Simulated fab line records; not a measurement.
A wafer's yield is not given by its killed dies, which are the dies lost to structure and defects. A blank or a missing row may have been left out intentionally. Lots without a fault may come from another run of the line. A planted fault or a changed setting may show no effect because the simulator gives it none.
Split-lot trial	flow n5_finfet	4 lots, 21 wafers read, on a route of 1938 steps

== SPLIT DETAILS ==
At N5_HKMG_FIN_COAT_85 (time 60 s, resist thk 300 nm), the setting spin_rpm was moved away from the recipe's 1500 rpm on 6 of the 21 wafers read, by +3.6% to +7.3%. This setting was run at the recipe's value on the other wafers.

The reading is taken at the split's own step.

== THE READING ==
SOC_of_HKMG_FIN_COAT_85.thk_nm (the simulator's own value, which no gauge read), in nm, at N5_HKMG_FIN_COAT_85 (time 60 s, resist thk 300 nm). No usual value for it is given in the file. Average 300.4 nm, standard deviation 0.65 nm, over the 15 wafers here run with the recipe.

wafer	tool, chamber at the split	spin_rpm as run, rpm	against the recipe	SOC_of_HKMG_FIN_COAT_85.thk_nm, nm	against lot-mates on the recipe
L079.1	litho_track-01, 0	1500	recipe	300	-
L079.2	litho_track-01, 0	1500	recipe	300.4	-
L079.3	litho_track-01, 0	1500	recipe	301.4	-
L079.4	litho_track-01, 0	1610	+7.3%	291	-9.6
L079.5	litho_track-01, 0	1610	+7.3%	290.6	-10.0
L079.6	litho_track-01, 0	1610	+7.3%	290.2	-10.4
L081.4	litho_track-01, 0	1500	recipe	300.6	-
L081.5	litho_track-01, 0	1500	recipe	301.4	-
L081.6	litho_track-01, 0	1500	recipe	301.6	-
L087.1	litho_track-05, 0	1500	recipe	299.8	-
L087.2	litho_track-05, 0	1500	recipe	299.8	-
L087.3	litho_track-05, 0	1500	recipe	300	-
L087.4	litho_track-05, 0	1500	recipe	299.4	-
L087.5	litho_track-05, 0	1500	recipe	300.6	-
L087.6	litho_track-05, 0	1500	recipe	300.6	-
L089.1	litho_track-05, 0	1554	+3.6%	295	-5.0
L089.2	litho_track-05, 0	1554	+3.6%	294.4	-5.6
L089.6	litho_track-05, 0	1554	+3.6%	294.4	-5.6
L089.3	litho_track-05, 0	1500	recipe	300.4	-
L089.4	litho_track-05, 0	1500	recipe	300	-
L089.5	litho_track-05, 0	1500	recipe	299.6	-

THE FIT
A straight line over all 21 wafers: SOC_of_HKMG_FIN_COAT_85.thk_nm changes by -1.37 nm for each +1% of spin_rpm; r = -0.98; the points scatter about the line by 0.69 nm.
The same after taking each lot's own level away (the mean of its wafers on the recipe; 21 wafers): -1.38 nm for each +1%; r = -0.99; scatter 0.47 nm.
Per that fit: largest spin_rpm move, reading shift of 10 nm.
Across the lots, their own levels run from 300.00 to 301.20 nm, a range of 1.8 times the standard deviation given above.
The two slopes are in agreement: the lot-to-lot level therefore moves the slope only a little.
Check: with one of the wafers moved furthest among these (+7.3%) left out of the fit, the line predicts -10.4 nm for it against its lot-mates. It came out at -9.6 nm against them.

== OTHER SPLITS ON THESE WAFERS ==
These wafers also went through other splits before the reading. Each is held against what the fit with the lots' levels taken away leaves over:
other split on the same wafers	wafers away from the commonest value	r with SOC_of_HKMG_FIN_COAT_85.thk_nm (lot level and that fit taken away)
N5_WELL_APT_COAT_02 spin_rpm	6	-0.45
N5_FIN_SAQP_COAT_49 spin_rpm	6	+0.13
N5_FIN_CUT_EXPOSE_05 dose_mj	9	+0.42
N5_SDB_COAT_03 spin_rpm	6	+0.30
N5_SDB_COAT_05 spin_rpm	9	+0.26
N5_HKMG_FIN_COAT_06 spin_rpm	9	+0.13

== THE FILE'S OWN FIT ==
SOC_of_HKMG_FIN_COAT_85.thk_nm changes by -1.39 nm for each +1% of spin_rpm, r = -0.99.
